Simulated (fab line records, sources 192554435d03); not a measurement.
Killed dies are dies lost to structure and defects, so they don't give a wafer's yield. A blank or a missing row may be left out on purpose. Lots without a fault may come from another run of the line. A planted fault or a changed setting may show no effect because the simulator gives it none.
Problem report in the 8D (eight disciplines) form, filled by code | flow n5_finfet | the parts of the form that need people (team, actions taken, sign-off) are left out

1. THE PROBLEM
trench_depth_nm at N5_BEOL_M5_OCD_MEAS_38 reads a mean of 61.9 nm on 1 wafer of 1 lot; wafers without a fault read 71.3 nm with a standard deviation of 1.7. That is -5.5 standard deviations from the usual mean.
First seen on wafer L865.3, day 15 01:42, on ocd-02. The record holds 9 wafers of 3 lots with a number at this step. Rule for "out", or "out of limits": more than 4 standard deviations from the usual mean. The other wafers with a number count as sound.

2. WHAT IT IS AND WHAT IT IS NOT
question                    | is                | is not
which readings at this step | trench_depth_nm   | -
which lots                  | L865              | L851, L867
which wafers of those lots  | L865.3            | L865.1, L865.2
read on which gauges        | ocd-02            | -
when                        | from day 15 01:42 | up to then (5 sound wafers); but 3 sound wafers of L867 came after

3. SUSPECTS, AND WHAT RULES EACH OUT
Counting: a tool at a process step up to the reading stays a suspect if it ran every lot that is out. Sound lots after the first of them don't rule it out here, since some wafers of a struck lot are sound.
- the gauge at N5_BEOL_M5_OCD_MEAS_38: ruled out. All the wafers that are out were read on ocd-02, but those of them that N5_BEOL_M5_TRENCH_ETCH_37 has rows for are out there too, on other tools.
- rie_diel-06 at N5_BEOL_M5_TRENCH_ETCH_37 (etches SiCOH lowk in C4F6/O2, target depth 71.652 nm, time 24.7 s): kept. It ran the lot that is out, L865 (day 15 01:33); its last sound lot up to then is L851 (day 12 03:40). Its own readings are out on those wafers: run_length_s.
- Within rie_diel-06 at N5_BEOL_M5_TRENCH_ETCH_37: the wafers that are out ran in chamber 0; their sound lot-mates ran in chambers 1, 3.
Left after counting: rie_diel-06 at N5_BEOL_M5_TRENCH_ETCH_37.

4. THE CAUSE (what the simulator had put in)
Process parameter drift: rie_diel-06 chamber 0, from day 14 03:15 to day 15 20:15, at N5_BEOL_M5_TRENCH_ETCH_37. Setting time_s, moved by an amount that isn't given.
Counting left only this tool.

5. THE CHAIN OF EFFECTS, in route order
Each row: a reading whose mean over the struck wafers that have a number lies more than 3 standard deviations from the usual. Only readings for which the record gives a usual standard deviation are gone through. hours: the time from each lot's start at the first step in this table that gives one to its start at this step, as a median over the lots. sigmas: the change in usual standard deviations.
hours | step                      | reading          | usual        | on struck wafers | change | sigmas
0     | N5_BEOL_M5_TRENCH_ETCH_37 | run_length_s     | 48.0 s       | 45.2             | -2.8   | -5.6
0     | N5_BEOL_M5_OCD_MEAS_38    | trench_depth_nm  | 71.3 nm      | 61.9             | -9.4   | -5.5
7     | N5_BEOL_M5_THK_MEAS_53    | M5_THK           | 61.3 nm      | 50.8             | -10.5  | -4.8
8     | N5_BEOL_M5_RS_MEAS_57     | M5_RS            | 0.390 ohm/sq | 0.489            | +0.099 | +6.2
99    | N5_BEOL_M15_RC_MEAS_101   | SERP_M5          | 40.0 ohm/um  | 50.2             | +10.2  | +4.4
99    | N5_BEOL_M15_RC_MEAS_101   | SERP_M5_max_site | 41.5 ohm/um  | 51.4             | +9.9   | +4.1
The process steps in it:
- N5_BEOL_M5_TRENCH_ETCH_37: etches SiCOH lowk in C4F6/O2, target depth 71.652 nm, time 24.7 s.

6. WHAT WOULD HAVE CAUGHT IT SOONER
In this record the first reading out of limits at a measuring or inspecting step was taken at day 15 01:42, 22 hours after the fault began at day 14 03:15.
The tool's own readings at N5_BEOL_M5_TRENCH_ETCH_37 were out on every struck wafer that the step has a row for (run_length_s): an alarm limit on them would have fired on the first of those.
All the lots that are out (1) had begun N5_BEOL_M5_TRENCH_ETCH_37 on rie_diel-06 by day 15 01:42. A hold on the tool at that time would have spared none of them.
